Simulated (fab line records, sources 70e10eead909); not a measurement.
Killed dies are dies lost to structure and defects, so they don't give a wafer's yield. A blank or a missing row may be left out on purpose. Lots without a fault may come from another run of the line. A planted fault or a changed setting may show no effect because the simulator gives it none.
fab line records | flow nand_harc
record lots=11 wafers=33 last_day=33
route steps=1302 shown P_START@1 P_ZERO_WELL@16 END@1302
lots that met no fault: from a run of the same line without faults
start_h: hours from the record's first day to the start of the lot's first wafer shown | wait_h: hours since the lot's step before | " the same as in the row above | L1.1+2: a row that stands for several wafers | - no value, or no start given | * or withheld: withheld | < > ~ a bound
route shown NAME@n: a module of which the file shows steps, and the number in the route of the first | usual: mean/standard deviation of fault-free wafers | same: alike in all rows | chamber/n: place in a boat | sites: the reading at each site | _std_site: their standard deviation | _edge_site: outer sites' mean less inner sites' | radius_mm: how far each site lies from the wafer's centre | mask NAME#n: copy n | behind: the tool/chamber that last shaped the wafer | hold: why the lot was held/for how many hours/how that ended | device: the transistor (n, p or np) that didn't switch | end of line: the same wafers' tests at the end of the route | a step without rows: its recipe alone | killed: dies lost to structure and defects at the first sort, not the wafer's yield | map: a wafer's dies, x killed, . not, _ none there
set.NAME: the setting as run; set.NAME@STEP: as run at that earlier step | model.NAME: the simulator's own value behind a step, which no gauge read
steps of the route over a sample of lots; a table a step, a row a wafer
services: from which hour (start_h, from the record's first day; less than 0 if before it) a tool's chamber was out of use, for how many hours, and why
## steps
# step NHARC_P_START_INSPECT_01
# usual raw_defect_count=3.5/1.7
# columns lot.wafer tool chamber start_h wait_h raw_defect_count
L661.2 defect_inspect-01 - 20.04 - 3
L661.3 " - " " 3
L661.4 " - " " 2
L662.2 defect_inspect-01 - 30.04 - 2
L662.3 " - " " 5
L662.5 " - " " 2
L663.1 defect_inspect-01 - 40.04 - 8
L663.5 " - " " 4
L663.6 " - " " 4
L665.2 defect_inspect-01 - 60.04 - 3
L665.4 " - " " 2
L665.5 " - " " 5
L667.3 defect_inspect-01 - 80.04 - 3
L667.4 " - " " 2
L667.6 " - " " 4
L668.4 defect_inspect-02 - 90.04 - 3
L668.5 " - " " 5
L668.6 " - " " 4
L671.2 defect_inspect-01 - 120.04 - 3
L671.3 " - " " 2
L671.4 " - " " 2
L674.1 defect_inspect-01 - 150.04 - 10
L674.2 " - " " 1
L674.3 " - " " 4
L676.1 defect_inspect-01 - 170.04 - 6
L676.2 " - " " 2
L676.3 " - " " 4
L677.1 defect_inspect-01 - 180.04 - 2
L677.3 " - " " 1
L677.4 " - " " 3
L684.1 defect_inspect-01 - 250.04 - 4
L684.5 " - " " 1
L684.6 " - " " 0
# step NHARC_P_ZERO_WELL_DESCUM_13
# recipe time_s=3 o2_flow_sccm=200 ar_flow_sccm=0 bias_power_w=0 chemistry=O2
# usual drypump_motor_current_A=5.8/0.52 oes_product_au=1.001/0.013 rf_vpp_V=57.8/0.82 showerhead_plenum_p_Torr=1.92/0.076 throttle_valve_pct=11.311/0.0098
# columns lot.wafer tool chamber start_h wait_h drypump_motor_current_A oes_product_au rf_hours_counter_h rf_vpp_V showerhead_plenum_p_Torr throttle_valve_pct
L661.4 rie_diel-12 3 21.40 - 5.3 0.991 24 59.9 1.92 11.294
L661.2 " 0 " " 6.7 1.019 32 56.8 1.83 11.318
L661.3 " 1 " " 6.1 1.005 31 58.3 1.90 11.311
L662.3 rie_diel-09 0 31.39 - 5.3 1.000 15 57.4 1.95 11.300
L662.2 " 1 " " 5.5 0.977 16 58.3 2.03 11.301
L662.5 " 1 " " 5.5 0.980 - 58.9 2.03 11.315
L663.1 rie_diel-09 1 41.39 - 5.5 0.981 19 57.5 2.03 11.310
L663.6 " 1 " " 5.5 0.971 - 58.1 2.03 11.314
L663.5 " 2 " " 5.5 1.000 - 58.6 1.98 11.312
L665.2 rie_diel-12 1 61.56 - 6.1 1.008 42 59.2 1.89 11.317
L665.5 " 3 " " 5.3 1.003 - 58.8 1.92 11.310
L665.4 " 0 " " 6.7 1.016 - 57.0 1.82 11.328
L667.4 rie_diel-09 0 81.28 - 5.3 0.988 37 57.4 1.95 11.307
L667.3 " 1 " " 5.5 0.967 35 57.9 2.03 11.298
L667.6 " 0 " " 5.3 0.991 - 56.8 1.95 11.327
L668.4 rie_diel-09 1 91.32 - 5.5 0.972 38 57.7 2.03 11.308
L668.6 " 0 " " 5.3 0.999 - 59.0 1.95 11.339
L668.5 " 1 " " 5.5 0.971 - 58.5 2.03 11.322
L671.3 rie_diel-02 0 121.40 - 5.6 0.999 22 57.1 1.80 11.308
L671.2 " 2 " " 4.7 1.001 24 58.0 1.90 11.305
L671.4 " 3 " " 6.0 1.005 22 58.0 1.85 11.321
L674.3 rie_diel-09 1 152.34 - 5.5 0.997 0 57.5 2.02 11.299
L674.2 " 2 " " 5.5 1.017 0 58.2 1.97 11.318
L674.1 " 0 " " 5.4 1.030 0 56.3 1.94 11.298
L676.1 rie_diel-09 2 171.41 - 5.5 1.014 8 58.6 1.97 11.316
L676.2 " 3 " " 6.6 0.990 7 58.9 2.01 11.311
L676.3 " 1 " " 5.5 0.994 9 58.0 2.02 11.307
L677.1 rie_diel-02 0 181.46 - 5.6 0.990 41 58.2 1.80 11.328
L677.4 " 1 " " 6.0 1.001 46 58.2 1.83 11.319
L677.3 " 2 " " 4.7 1.007 50 57.8 1.89 11.311
L684.1 rie_diel-02 2 251.43 - 4.7 0.993 8 58.5 1.89 11.307
L684.6 " 3 " " 6.0 0.995 - 57.8 1.84 11.306
L684.5 " 0 " " 5.5 1.012 - 56.8 1.79 11.337
# step NHARC_P_ZERO_WELL_ETCH_62
# recipe target_depth_a=130 time_s=6.5 chf3_flow_sccm=50 ar_flow_sccm=200 rf_w=500 bias_w=200 chemistry=CHF3/Ar
# usual drypump_motor_current_A=5.7/0.54 oes_product_au=0.957/0.019 rf_fwd_power_W=487.5/1.6 rf_vpp_V=370.8/2.1 showerhead_plenum_p_Torr=2.36/0.086 throttle_valve_pct=20.218/0.0086
# columns lot.wafer tool chamber start_h wait_h drypump_motor_current_A oes_product_au rf_fwd_power_W rf_hours_counter_h rf_vpp_V showerhead_plenum_p_Torr throttle_valve_pct
L661.2 rie_diel-12 3 - - 5.3 0.946 484.5 24 371.5 2.35 20.203
L661.4 " 1 " " 6.1 0.978 486.0 31 369.0 2.33 20.215
L661.3 " 2 " " 5.8 0.963 486.8 32 370.8 2.35 20.219
L662.3 rie_diel-09 0 - - 5.3 0.937 486.9 15 374.5 2.39 20.223
L662.2 " 2 " " 5.5 0.950 489.4 18 371.2 2.42 20.216
L662.5 " 3 " " 6.6 0.931 486.1 - 373.6 2.48 20.211
L663.1 rie_diel-09 0 - - 5.4 0.976 489.3 19 371.1 2.39 20.217
L663.6 " 1 " " 5.5 0.931 485.4 - 373.7 2.48 20.217
L663.5 " 2 " " 5.5 0.968 489.1 - 371.8 2.42 20.209
L665.2 rie_diel-12 3 - - 5.3 0.963 485.9 39 369.6 2.35 20.225
L665.5 " 3 " " 5.3 0.955 485.5 - 371.1 2.35 20.212
L665.4 " 0 " " 6.7 0.976 485.8 - 368.5 2.24 20.221
L667.3 rie_diel-09 0 - - 5.3 0.964 486.7 37 371.7 2.38 20.222
L667.4 " 2 " " 5.5 0.981 487.3 36 372.2 2.42 20.222
L667.6 " 3 " " 6.6 0.951 487.0 - 372.9 2.47 20.225
L668.4 rie_diel-09 0 - - 5.3 0.937 489.2 40 371.4 2.38 20.214
L668.6 " 3 " " 6.6 0.952 486.9 - 373.6 2.47 20.235
L668.5 " 0 " " 5.3 0.941 488.3 - 372.0 2.38 20.217
L671.3 rie_diel-02 3 - - 6.0 0.961 487.6 22 369.1 2.27 20.201
L671.4 " 1 " " 6.1 0.958 487.8 26 368.1 2.25 20.203
L671.2 " 2 " " 4.8 0.959 487.5 25 371.3 2.33 20.225
L674.1 rie_diel-09 1 - - 5.5 0.926 487.8 0 372.8 2.47 20.221
L674.3 " 3 " " 6.6 0.936 487.3 0 372.0 2.46 20.208
L674.2 " 0 " " 5.3 0.956 488.6 0 370.4 2.37 20.240
L676.3 rie_diel-09 2 - - 5.5 0.975 486.6 8 372.0 2.41 20.201
L676.2 " 3 " " 6.6 0.967 488.9 7 374.1 2.46 20.217
L676.1 " 0 " " 5.3 1.012 486.6 8 371.7 2.37 20.216
L677.1 rie_diel-02 1 - - 6.0 0.958 488.1 47 367.9 2.24 20.222
L677.3 " 2 " " 4.7 0.962 486.9 51 371.2 2.32 20.227
L677.4 " 0 " " 5.6 0.925 489.6 41 367.1 2.21 20.218
L684.1 rie_diel-02 1 - - 6.0 0.943 489.1 10 368.1 2.23 20.202
L684.6 " 1 " " 6.1 0.928 489.9 - 369.9 2.23 20.215
L684.5 " 2 " " 4.8 0.926 489.1 - 370.5 2.32 20.210
# step NHARC_P_ZERO_WELL_EXPOSE_34
# recipe na=0.6 target_cd_nm=720 dose_mj=22.31 mask_id=P_PWELL
# usual reticle_temp_C=23.01/0.091
# columns lot.wafer tool chamber start_h wait_h mask reticle_temp_C
L661.2 krf_scanner-01 0 23.82 - P_PWELL#0 23.03
L661.3 " 0 " " P_PWELL#0 22.88
L661.4 " 0 " " P_PWELL#0 23.08
L662.2 krf_scanner-01 0 34.07 - P_PWELL#0 23.03
L662.3 " 0 " " P_PWELL#0 22.96
L662.5 " 0 " " P_PWELL#0 23.06
L663.1 krf_scanner-03 0 44.01 - P_PWELL#0 22.96
L663.5 " 0 " " P_PWELL#0 23.02
L663.6 " 0 " " P_PWELL#0 23.03
L665.2 krf_scanner-01 0 64.16 - P_PWELL#0 23.04
L665.4 " 0 " " P_PWELL#0 22.97
L665.5 " 0 " " P_PWELL#0 23.05
L667.3 krf_scanner-03 0 83.83 - P_PWELL#0 23.13
L667.4 " 0 " " P_PWELL#0 23.13
L667.6 " 0 " " P_PWELL#0 23.16
L668.4 krf_scanner-01 0 94.13 - P_PWELL#0 23.09
L668.5 " 0 " " P_PWELL#0 22.98
L668.6 " 0 " " P_PWELL#0 22.95
L671.2 krf_scanner-04 0 124.11 - P_PWELL#0 22.91
L671.3 " 0 " " P_PWELL#0 23.00
L671.4 " 0 " " P_PWELL#0 22.87
L674.1 krf_scanner-04 0 155.04 - P_PWELL#0 22.94
L674.2 " 0 " " P_PWELL#0 22.99
L674.3 " 0 " " P_PWELL#0 22.85
L676.1 krf_scanner-01 0 174.09 - P_PWELL#0 22.92
L676.2 " 0 " " P_PWELL#0 23.16
L676.3 " 0 " " P_PWELL#0 23.11
L677.1 krf_scanner-01 0 184.12 - P_NWELL#0 23.12
L677.3 " 0 " " P_NWELL#0 23.15
L677.4 " 0 " " P_NWELL#0 23.00
L684.1 krf_scanner-01 0 254.22 - P_PWELL#0 22.97
L684.5 " 0 " " P_PWELL#0 23.21
L684.6 " 0 " " P_PWELL#0 23.13
# step NHARC_P_ZERO_WELL_CD_MEAS_37
# recipe target_cd_nm=720 landing_energy_ev=500
# usual cd_nm=718.3/2.2
# columns lot.wafer tool chamber start_h wait_h cd_nm
L661.2 cd_sem-02 0 23.97 - 720.5
L661.3 " 0 " " 714.9
L661.4 " 0 " " 716.1
L662.2 cd_sem-03 0 34.23 - 718.9
L662.3 " 0 " " 715.0
L662.5 " 0 " " 714.1
L663.1 cd_sem-03 0 44.17 - 716.9
L663.5 " 0 " " 713.7
L663.6 " 0 " " 717.1
L665.2 cd_sem-01 0 64.31 - 717.7
L665.4 " 0 " " 718.7
L665.5 " 0 " " 716.4
L667.3 cd_sem-02 0 83.98 - 720.0
L667.4 " 0 " " 720.3
L667.6 " 0 " " 717.3
L668.4 cd_sem-03 0 94.28 - 718.7
L668.5 " 0 " " 719.9
L668.6 " 0 " " 715.7
L671.2 cd_sem-01 0 124.26 - 718.8
L671.3 " 0 " " 720.8
L671.4 " 0 " " 716.7
L674.1 cd_sem-03 0 155.19 - 718.0
L674.2 " 0 " " 716.8
L674.3 " 0 " " 718.0
L676.1 cd_sem-02 0 174.25 - 715.7
L676.2 " 0 " " 716.5
L676.3 " 0 " " 719.7
L677.1 cd_sem-01 0 184.28 - -
L677.3 " 0 " " -
L677.4 " 0 " " -
L684.1 cd_sem-03 0 254.38 - 722.8
L684.5 " 0 " " 724.2
L684.6 " 0 " " 724.3
# step NHARC_END_SORT_01
# recipe temp_c=25
# usual killed_at_array=59/21 killed_at_other=1.0/1.1 killed_at_periphery=4.0/2.6 killed_dies=64/21 killed_open=3.2/1.7 killed_short=2.5/1.5
# same gross_dies=677
# columns lot.wafer tool chamber start_h wait_h killed_at_array killed_at_other killed_at_periphery killed_dies killed_open killed_short
L663.1 prober-01 0 593.59 2.5 18 2 2 22 4 3
L663.5 prober-01 0 596.84 3.7 23 2 1 26 3 3
L663.6 prober-01 0 597.65 4.1 14 0 5 19 3 1
L661.2 prober-02 0 594.43 2.8 19 0 2 21 3 0
L661.3 prober-02 0 595.21 3.1 29 0 6 35 3 4
L661.4 prober-02 0 595.99 3.4 28 2 3 33 4 2
L662.2 prober-01 0 602.29 2.8 44 1 3 48 2 5
L662.3 prober-01 0 603.10 3.1 55 2 2 59 3 2
L662.5 prober-01 0 604.72 3.7 47 1 8 56 2 2
L665.2 prober-02 0 624.03 2.8 22 0 9 31 4 3
L665.4 prober-02 0 625.62 3.4 21 0 5 26 4 3
L665.5 prober-02 0 626.41 3.7 36 0 1 37 1 5
L667.3 prober-01 0 638.70 3.1 58 0 3 61 5 1
L667.4 prober-01 0 639.51 3.4 62 0 2 64 2 2
L667.6 prober-01 0 641.11 4.0 50 0 6 56 3 3
L668.4 prober-02 0 642.45 3.4 80 0 3 83 3 2
L668.5 prober-02 0 643.23 3.7 68 1 1 70 3 2
L668.6 prober-02 0 644.02 3.9 65 0 1 66 1 0
L671.2 prober-01 0 664.15 2.8 86 0 3 89 3 4
L671.3 prober-01 0 664.95 3.1 98 1 1 100 0 6
L671.4 prober-01 0 665.75 3.4 93 0 1 94 0 4
L674.1 prober-01 0 694.75 2.5 79 0 9 88 1 4
L674.2 prober-01 0 695.56 2.8 99 2 7 108 1 2
L674.3 prober-01 0 696.37 3.1 87 2 3 92 2 2
L677.1 prober-02 0 705.66 2.5 45 0 632 677 3 0
L677.3 prober-02 0 707.29 3.1 53 1 623 677 3 1
L677.4 prober-02 0 708.10 3.4 60 1 616 677 2 2
L676.1 prober-02 0 713.55 2.5 68 0 2 70 2 3
L676.2 prober-02 0 714.36 2.8 71 3 3 77 4 4
L676.3 prober-02 0 715.17 3.1 66 5 6 77 4 3
L684.1 prober-01 0 782.04 2.6 47 1 4 52 3 3
L684.5 prober-01 0 785.20 3.7 56 1 3 60 1 3
L684.6 prober-01 0 786.00 4.0 50 0 1 51 3 1
# killed by level:class
L663.1 A_CHANNEL_HOLE_D2:chamber_film_flake=6 A_CHANNEL_HOLE_D1:chamber_film_flake=4 A_CHANNEL_HOLE_D2:geometric_particle:open=2 THIN_TSV:chamber_film_flake=2 P_M0:geometric_particle:short=1 A_CHANNEL_FILL_D1:geometric_particle:open=1 A_ONON_D2:geometric_particle:short=1 A_CONTACT:geometric_particle:short=1
L661.2 A_CHANNEL_HOLE_D2:chamber_film_flake=8 A_CHANNEL_FILL_D2:chamber_film_flake=4 A_STAIRCASE:chamber_film_flake=2 P_CONTACT:geometric_particle:open=1 A_CHANNEL_FILL_D1:geometric_particle:open=1 A_WL_FILL:geometric_particle:open=1 P_GATE:chamber_film_flake=1 A_DECK1_JOINT:chamber_film_flake=1
L661.3 A_CHANNEL_HOLE_D2:chamber_film_flake=12 P_M1:chamber_film_flake=4 A_CHANNEL_FILL_D1:geometric_particle:short=2 A_CHANNEL_HOLE_D1:chamber_film_flake=2 A_DECK1_JOINT:chamber_film_flake=2 A_CHANNEL_FILL_D2:chamber_film_flake=2 A_STAIRCASE:chamber_film_flake=2 A_CONTACT:chamber_film_flake=2
L661.4 A_CHANNEL_HOLE_D2:chamber_film_flake=7 A_STAIRCASE:chamber_film_flake=6 P_M1:chamber_film_flake=2 A_DECK1_JOINT:chamber_film_flake=2 A_CHANNEL_FILL_D2:chamber_film_flake=2 THIN_TSV:chamber_film_flake=2 P_GATE:geometric_particle:open=1 A_DECK1_JOINT:geometric_particle:short=1
L663.5 A_CHANNEL_HOLE_D2:chamber_film_flake=9 A_CHANNEL_HOLE_D1:chamber_film_flake=4 A_ONON_D2:geometric_particle:short=2 A_CONTACT:chamber_film_flake=2 THIN_TSV:chamber_film_flake=2 A_ONON_D1:geometric_particle:open=1 A_CHANNEL_FILL_D1:geometric_particle:open=1 A_DECK1_JOINT:geometric_particle:short=1
L663.6 A_CHANNEL_HOLE_D2:chamber_film_flake=8 P_STI:chamber_film_flake=3 A_CONTACT:chamber_film_flake=2 P_M0:geometric_particle:open=1 A_ONON_D1:geometric_particle:short=1 A_ONON_D1:geometric_particle:open=1 A_BLC:geometric_particle:open=1 P_GATE:chamber_film_flake=1
L662.2 A_CHANNEL_HOLE_D1:chamber_film_flake=25 A_CHANNEL_HOLE_D2:chamber_film_flake=9 A_ONON_D2:geometric_particle:short=2 A_STAIRCASE:chamber_film_flake=2 A_SLIT:chamber_film_flake=2 P_CONTACT:geometric_particle:short=1 P_M0:geometric_particle:open=1 P_M1:geometric_particle:open=1
L662.3 A_CHANNEL_HOLE_D1:chamber_film_flake=37 A_CHANNEL_HOLE_D2:chamber_film_flake=5 A_STAIRCASE:chamber_film_flake=3 A_CONTACT:chamber_film_flake=3 THIN_TSV:chamber_film_flake=2 P_STI:geometric_particle:short=1 P_GATE:geometric_particle:open=1 A_ONON_D1:geometric_particle:open=1
L662.5 A_CHANNEL_HOLE_D1:chamber_film_flake=30 A_CHANNEL_HOLE_D2:chamber_film_flake=11 P_M1:chamber_film_flake=3 P_BONDPAD:chamber_film_flake=2 P_CONTACT:geometric_particle:open=1 A_CONTACT:geometric_particle:open=1 A_BLC:geometric_particle:short=1 A_M0:geometric_particle:short=1
L665.2 A_CHANNEL_HOLE_D2:chamber_film_flake=11 P_GATE:chamber_film_flake=4 A_WL_FILL:geometric_particle:short=2 P_ZERO_WELL:chamber_film_flake=2 A_CONTACT:chamber_film_flake=2 P_CONTACT:geometric_particle:open=1 P_M0:geometric_particle:short=1 P_M0:geometric_particle:open=1
L665.4 A_CHANNEL_HOLE_D2:chamber_film_flake=8 A_CONTACT:chamber_film_flake=5 P_M0:geometric_particle:open=2 A_CONTACT:geometric_particle:open=2 A_ONON_D2:geometric_particle:short=1 A_CHANNEL_HOLE_D2:geometric_particle:short=1 A_WL_FILL:geometric_particle:short=1 P_ZERO_WELL:chamber_film_flake=1
L665.5 A_CHANNEL_HOLE_D2:chamber_film_flake=8 A_CONTACT:chamber_film_flake=7 A_CHANNEL_HOLE_D1:chamber_film_flake=5 A_ZERO_WELL:chamber_film_flake=3 A_WL_FILL:chamber_film_flake=3 A_STAIRCASE:chamber_film_flake=2 A_SLIT:chamber_film_flake=2 A_DECK1_JOINT:geometric_particle:short=1
L667.3 A_CHANNEL_HOLE_D1:chamber_film_flake=23 A_CHANNEL_HOLE_D2:chamber_film_flake=19 A_STAIRCASE:chamber_film_flake=3 P_ZERO_WELL:chamber_film_flake=2 A_ZERO_WELL:chamber_film_flake=2 A_WL_FILL:chamber_film_flake=2 P_M2:geometric_particle:open=1 A_SOURCE_PLATE:geometric_particle:open=1
L667.4 A_CHANNEL_HOLE_D2:chamber_film_flake=27 A_CHANNEL_HOLE_D1:chamber_film_flake=21 A_WL_FILL:chamber_film_flake=3 A_CHANNEL_FILL_D2:geometric_particle:short=2 P_ZERO_WELL:chamber_film_flake=2 A_STAIRCASE:chamber_film_flake=2 A_ONON_D2:geometric_particle:open=1 A_M0:geometric_particle:open=1
L667.6 A_CHANNEL_HOLE_D2:chamber_film_flake=19 A_CHANNEL_HOLE_D1:chamber_film_flake=18 P_CONTACT:chamber_film_flake=4 A_WL_FILL:chamber_film_flake=3 A_STAIRCASE:chamber_film_flake=2 A_ONON_D1:geometric_particle:short=1 A_CHANNEL_FILL_D1:geometric_particle:short=1 A_DECK1_JOINT:geometric_particle:short=1
L668.4 A_SLIT:chamber_film_flake=33 A_CHANNEL_HOLE_D2:chamber_film_flake=32 A_CHANNEL_HOLE_D1:chamber_film_flake=6 A_WL_FILL:chamber_film_flake=2 P_CONTACT:geometric_particle:open=1 A_ONON_D1:geometric_particle:short=1 A_ONON_D2:geometric_particle:open=1 A_CHANNEL_FILL_D2:geometric_particle:open=1
L668.5 A_CHANNEL_HOLE_D2:chamber_film_flake=30 A_SLIT:chamber_film_flake=28 A_STAIRCASE:chamber_film_flake=4 A_ONON_D1:geometric_particle:open=1 A_CHANNEL_FILL_D1:geometric_particle:open=1 A_ONON_D2:geometric_particle:short=1 A_CHANNEL_FILL_D2:geometric_particle:short=1 STARTING-WAFER:geometric_particle:open=1
L668.6 A_CHANNEL_HOLE_D2:chamber_film_flake=30 A_SLIT:chamber_film_flake=26 A_STAIRCASE:chamber_film_flake=4 A_CHANNEL_HOLE_D1:chamber_film_flake=3 P_M0:geometric_particle:open=1 A_ZERO_WELL:chamber_film_flake=1 A_CONTACT:chamber_film_flake=1
L671.2 A_CHANNEL_HOLE_D1:chamber_film_flake=34 A_SLIT:chamber_film_flake=30 A_CHANNEL_HOLE_D2:chamber_film_flake=6 A_CONTACT:chamber_film_flake=5 A_WL_FILL:chamber_film_flake=3 A_ONON_D2:geometric_particle:short=2 A_STAIRCASE:chamber_film_flake=2 P_CONTACT:geometric_particle:short=1
L671.3 A_CHANNEL_HOLE_D1:chamber_film_flake=40 A_SLIT:chamber_film_flake=28 A_CHANNEL_HOLE_D2:chamber_film_flake=14 A_CONTACT:chamber_film_flake=6 A_ONON_D2:geometric_particle:short=1 A_CHANNEL_FILL_D2:geometric_particle:short=1 A_STAIRCASE:geometric_particle:short=1 A_WL_FILL:geometric_particle:short=1
L671.4 A_SLIT:chamber_film_flake=36 A_CHANNEL_HOLE_D1:chamber_film_flake=29 A_CHANNEL_HOLE_D2:chamber_film_flake=13 A_CONTACT:chamber_film_flake=6 A_WL_FILL:geometric_particle:short=2 A_CHANNEL_FILL_D1:chamber_film_flake=2 A_ONON_D1:geometric_particle:short=1 A_CHANNEL_FILL_D1:geometric_particle:short=1
L674.1 A_SLIT:chamber_film_flake=31 A_CHANNEL_HOLE_D1:chamber_film_flake=29 A_SGD_CUT:chamber_film_flake=8 A_CONTACT:chamber_film_flake=4 P_ZERO_WELL:chamber_film_flake=3 P_M2:chamber_film_flake=3 A_STAIRCASE:chamber_film_flake=2 P_STI:geometric_particle:short=1
L674.2 A_CHANNEL_HOLE_D1:chamber_film_flake=41 A_SLIT:chamber_film_flake=40 A_CONTACT:chamber_film_flake=9 A_SGD_CUT:chamber_film_flake=5 P_ZERO_WELL:chamber_film_flake=4 P_M2:chamber_film_flake=2 THIN_TSV:chamber_film_flake=2 P_M0:geometric_particle:short=1
L674.3 A_CHANNEL_HOLE_D1:chamber_film_flake=37 A_SLIT:chamber_film_flake=33 A_SGD_CUT:chamber_film_flake=5 A_DECK1_JOINT:chamber_film_flake=4 A_CONTACT:chamber_film_flake=3 P_BONDPAD:chamber_film_flake=2 A_WL_FILL:chamber_film_flake=2 A_CHANNEL_HOLE_D1:geometric_particle:short=1
L677.1 P_ZERO_WELL:area_expose=629 A_CHANNEL_HOLE_D1:chamber_film_flake=28 A_STAIRCASE:chamber_film_flake=6 P_STI:chamber_film_flake=2 A_SLIT:chamber_film_flake=2 A_CONTACT:chamber_film_flake=2 A_CHANNEL_FILL_D1:geometric_particle:open=1 A_CHANNEL_FILL_D2:geometric_particle:open=1
L677.3 P_ZERO_WELL:area_expose=617 A_CHANNEL_HOLE_D1:chamber_film_flake=25 A_CONTACT:chamber_film_flake=11 A_STAIRCASE:chamber_film_flake=4 P_GATE:chamber_film_flake=3 A_SLIT:chamber_film_flake=3 P_STI:chamber_film_flake=2 A_DECK1_JOINT:chamber_film_flake=2
L677.4 P_ZERO_WELL:area_expose=611 A_CHANNEL_HOLE_D1:chamber_film_flake=39 A_CONTACT:chamber_film_flake=9 A_SLIT:chamber_film_flake=3 P_STI:chamber_film_flake=2 P_GATE:chamber_film_flake=2 A_WL_FILL:chamber_film_flake=2 A_M1:chamber_film_flake=2
L676.1 A_SLIT:chamber_film_flake=30 A_CHANNEL_HOLE_D2:chamber_film_flake=11 A_CHANNEL_HOLE_D1:chamber_film_flake=10 A_STAIRCASE:chamber_film_flake=8 A_BLC:chamber_film_flake=2 P_CONTACT:geometric_particle:open=1 P_M2:geometric_particle:open=1 A_ONON_D1:geometric_particle:short=1
L676.2 A_SLIT:chamber_film_flake=32 A_CHANNEL_HOLE_D2:chamber_film_flake=12 A_STAIRCASE:chamber_film_flake=7 A_CHANNEL_HOLE_D1:chamber_film_flake=6 A_CONTACT:chamber_film_flake=4 A_CHANNEL_FILL_D2:geometric_particle:open=2 P_STI:chamber_film_flake=2 A_CHANNEL_FILL_D1:chamber_film_flake=2
L676.3 A_SLIT:chamber_film_flake=31 A_CHANNEL_HOLE_D2:chamber_film_flake=17 A_CHANNEL_HOLE_D1:chamber_film_flake=5 A_CHANNEL_FILL_D1:chamber_film_flake=5 THIN_TSV:chamber_film_flake=5 P_CONTACT:geometric_particle:open=2 A_STAIRCASE:chamber_film_flake=2 P_GATE:geometric_particle:short=1
L684.1 A_CHANNEL_HOLE_D2:chamber_film_flake=27 A_SLIT:chamber_film_flake=7 A_CONTACT:chamber_film_flake=7 P_GATE:chamber_film_flake=3 P_GATE:geometric_particle:short=1 A_CHANNEL_FILL_D2:geometric_particle:short=1 A_WL_FILL:geometric_particle:short=1 A_M0:geometric_particle:open=1
L684.5 A_CHANNEL_HOLE_D2:chamber_film_flake=33 A_SLIT:chamber_film_flake=9 A_CONTACT:chamber_film_flake=7 A_STAIRCASE:chamber_film_flake=4 P_GATE:chamber_film_flake=2 P_M0:geometric_particle:short=1 A_ONON_D1:geometric_particle:short=1 A_CHANNEL_FILL_D2:geometric_particle:short=1
L684.6 A_CHANNEL_HOLE_D2:chamber_film_flake=27 A_SLIT:chamber_film_flake=8 A_DECK1_JOINT:chamber_film_flake=4 A_STAIRCASE:chamber_film_flake=3 A_CONTACT:chamber_film_flake=2 A_DECK1_JOINT:geometric_particle:open=1 A_ONON_D2:geometric_particle:short=1 A_CHANNEL_FILL_D2:geometric_particle:open=1
## services
# columns tool chamber start_h hours kind
rie_diel-09 0 -0.12 - clean
rie_diel-09 1 -0.12 - clean
krf_scanner-04 - 10.00 4.0 pm
krf_scanner-01 - 26.48 2.4 repair
rie_diel-12 1 27.46 13.9 repair
krf_scanner-03 - 33.93 0.3 repair
rie_diel-02 - 39.70 9.0 pm
krf_scanner-03 - 52.00 4.0 pm
rie_diel-12 2 53.57 15.2 repair
rie_diel-02 0 56.95 7.7 repair
rie_diel-12 - 57.40 1.1 repair
krf_scanner-03 - 76.91 1.2 repair
rie_diel-12 - 94.18 9.0 pm
rie_diel-09 1 105.40 6.4 repair
rie_diel-12 3 111.89 15.3 repair
krf_scanner-01 - 122.71 1.1 repair
krf_scanner-01 - 140.00 4.0 pm
rie_diel-09 - 143.19 9.0 pm
krf_scanner-04 - 182.00 4.0 pm
krf_scanner-03 - 187.00 3.7 repair
rie_diel-02 3 189.49 5.3 repair
rie_diel-09 1 198.29 6.4 repair
rie_diel-02 - 217.09 9.0 pm
krf_scanner-03 - 224.00 4.0 pm
## key
first_sign step=NHARC_P_ZERO_WELL_EXPOSE_34 reading=mask direction=changed
effect step=NHARC_P_ZERO_WELL_CD_MEAS_37 reading=cd_nm direction=missing
effect step=NHARC_END_SORT_01 reading=killed_at_periphery direction=up sigmas=99+ usual=4.0 struck=623.7
more_kills_born_at NHARC_P_ZERO_WELL_EXPOSE_34@krf_scanner-01=1857
met_at NHARC_P_ZERO_WELL_EXPOSE_34
struck_lots L677
later_rows_left_out L677.1,L677.3,L677.4
tester_left_out L677
not_acting_at NHARC_P_START_INSPECT_01,NHARC_P_ZERO_WELL_DESCUM_13,NHARC_P_ZERO_WELL_ETCH_62
onset_between 174.09 184.12
fault kind=wrong_mask tool=any chamber=- onset_h=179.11 steps=NHARC_P_ZERO_WELL_EXPOSE_34 aux_copy=P_NWELL#0 scope=struck_lots_only
# tester_left_out: of these lots the tester's yield and bins aren't shown, on N5 and GAA mostly nor the transistor test; their killed dies are dies lost to structure and defects alone, not to doping, threshold or leakage, so they don't give the yield
# later_rows_left_out: the simulator's readings of these wafers behind a module that went badly wrong aren't trusted and aren't shown, but for the sort
